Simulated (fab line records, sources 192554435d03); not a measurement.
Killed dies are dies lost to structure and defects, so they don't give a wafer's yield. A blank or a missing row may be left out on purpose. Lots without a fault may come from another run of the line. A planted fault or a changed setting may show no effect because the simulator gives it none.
Chamber matching | flow n5_finfet | N5_SPACER0_ALD_00 on ald_sin-01: 4 sister chambers
The step deposits SiOCN, target thk 3.5 nm, pulse time 3 s, purge time 2 s. 14 wafers are shown with their chamber, then 6 later ones without.

WAFERS WITH THEIR CHAMBER
wafer  | chamber | heater_power_w (W) | precursor_pulse_height_rel
L141.2 | 3       | 800                | 1.038
L141.4 | 1       | 808                | 1.036
L142.1 | 2       | 810                | 0.984
L142.2 | 3       | 772                | 0.992
L142.6 | 2       | 800                | 1.005
L143.1 | 2       | 828                | 1.000
L143.2 | 0       | 884                | 0.970
L143.4 | 3       | 788                | 1.010
L144.1 | 0       | 889                | 0.986
L144.2 | 3       | 794                | 0.975
L144.3 | 1       | 818                | 1.023
L146.1 | 0       | 887                | 0.991
L146.3 | 1       | 800                | 0.988
L146.5 | 1       | 811                | 1.019

SIGNATURES (means of the wafers above)
reading                    | chamber 0 | chamber 1 | chamber 2 | chamber 3 | scatter within a chamber
heater_power_w             | 886.67    | 809.25    | 812.67    | 788.50    | 10.1
precursor_pulse_height_rel | 0.98233   | 1.01650   | 0.99633   | 1.00375   | 0.0197
Rule: a wafer's distance from a chamber is the root of the sum, over the readings, of the square of ((its reading less the chamber's mean) divided by the reading's scatter). The wafer belongs to the nearest chamber; if the next one is less than 2 further off, it can't be placed. The scatter: the root of (the sum of the squares of (reading less its chamber's mean) over the shown wafers, divided by (wafers less chambers)).

WAFERS WITHOUT THEIR CHAMBER
wafer  | heater_power_w (W) | precursor_pulse_height_rel
L153.1 | 794                | 0.993
L153.5 | 811                | 1.015
L153.6 | 811                | 1.005
L155.3 | 862                | 0.992
L155.4 | 803                | 1.020
L155.5 | 890                | 0.997

WHICH CHAMBER EACH WENT THROUGH
wafer  | from the rows above          | in truth
L153.1 | can't be placed: 3 or 2 or 1 | 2
L153.5 | can't be placed: 1 or 2      | 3
L153.6 | can't be placed: 2 or 1 or 3 | 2
L155.3 | 0                            | 0
L155.4 | can't be placed: 1 or 2 or 3 | 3
L155.5 | 0                            | 0
Placed correctly: 2 of 6. Can't be placed from these rows: 4 (the true chamber is among the candidates in 3). Placed wrongly: 0.
